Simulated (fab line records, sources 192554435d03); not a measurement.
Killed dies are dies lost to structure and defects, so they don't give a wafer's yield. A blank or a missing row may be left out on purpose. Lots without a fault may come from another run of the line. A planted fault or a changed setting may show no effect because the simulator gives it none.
One fault seen from 3 desks | flow n5_finfet | each desk has only its own numbers; what lay behind them comes last

THE TOOL OWNER'S DESK: ald_hk-02
The tool's own readings at N5_HKMG_FIN_ALD_74 (deposits La2O3, target thk 0.5 nm, pulse time 6 s, co reactant pulse time 1 s): means of the sampled wafers that have a number, for each lot that ran on this tool. A lot is out of limits, marked OUT, if its mean lies more than 4 standard deviations from the usual mean; the brackets give that distance.
Columns: A = heater_power_w at N5_HKMG_FIN_ALD_74, usual 322 W; B = precursor_pulse_height_rel at N5_HKMG_FIN_ALD_74, usual 1.002
lot  | first seen here | A   | B
L808 | day 6 01:20     | 304 | 1.014
L809 | day 6 06:11     | 296 | 1.003
L811 | day 6 20:08     | 297 | 0.972
L812 | day 6 23:57     | 290 | 1.005
This desk's finding: nothing out of limits on any of the 4 lots.

THE METROLOGY DESK
What the gauges read, lot by lot, whatever tool the lot ran on: means of the sampled wafers that have a number. A lot is out of limits, marked OUT, if its mean lies more than 4 standard deviations from the usual mean; the brackets give that distance. Of its 10 readings 7 are shown: those that lie furthest out on some lot.
Columns: A = DIBL_P at N5_BEOL_M4_RC_MEAS_101, usual 35.6 mV/V; B = IOFF_N at N5_BEOL_M4_RC_MEAS_101, usual 0.148 nA/um; C = IOFF_P at N5_BEOL_M4_RC_MEAS_101, usual 0.20 nA/um; D = ION_N at N5_BEOL_M4_RC_MEAS_101, usual 672 uA/um; E = ION_P at N5_BEOL_M4_RC_MEAS_101, usual 462 uA/um; F = VT_N at N5_BEOL_M4_RC_MEAS_101, usual 251 mV; G = VT_P at N5_BEOL_M4_RC_MEAS_101, usual -251 mV
lot  | first seen here | A    | B     | C    | D   | E   | F   | G
L808 | day 9 12:32     | 33.7 | 0.127 | 0.20 | 670 | 467 | 253 | -249
L809 | day 10 02:06    | 35.7 | 0.133 | 0.20 | 672 | 466 | 252 | -248
L811 | day 10 15:51    | 35.6 | 0.150 | 0.21 | 684 | 468 | 248 | -250
L812 | day 11 02:27    | 36.2 | 0.153 | 0.23 | 666 | 465 | 249 | -249
L821 | day 13 02:37    | 37.7 | 0.155 | 0.21 | 665 | 457 | 250 | -250
L823 | day 13 23:01    | 36.9 | 0.185 | 0.24 | 694 | 475 | 248 | -247
This desk's finding: nothing out of limits on any of the 6 lots.

THE DEFECT DESK
What the inspections along the route counted, lot by lot: means of the sampled wafers that have a number. A lot is out of limits, marked OUT, if its mean lies more than 4 standard deviations from the usual mean; the brackets give that distance.
Columns: A = raw_defect_count at N5_SDB_INSPECT_36, usual 32; B = raw_defect_count at N5_DUMMY_REMOVAL_INSPECT_06, usual 13
lot  | first seen here | A  | B
L808 | day 6 00:16     | 33 | 12
L809 | day 6 05:10     | 36 | 9
L811 | day 6 18:59     | 30 | 10
L812 | day 6 22:57     | 33 | 10
L821 | day 9 04:08     | 24 | 11
L823 | day 9 15:14     | 21 | 19
This desk's finding: nothing out of limits on any of the 6 lots.

PUT TOGETHER
The tool owner's desk saw nothing out of limits.
The metrology desk saw nothing out of limits.
The defect desk saw nothing out of limits.

WHAT THE SIMULATOR HAD PUT IN
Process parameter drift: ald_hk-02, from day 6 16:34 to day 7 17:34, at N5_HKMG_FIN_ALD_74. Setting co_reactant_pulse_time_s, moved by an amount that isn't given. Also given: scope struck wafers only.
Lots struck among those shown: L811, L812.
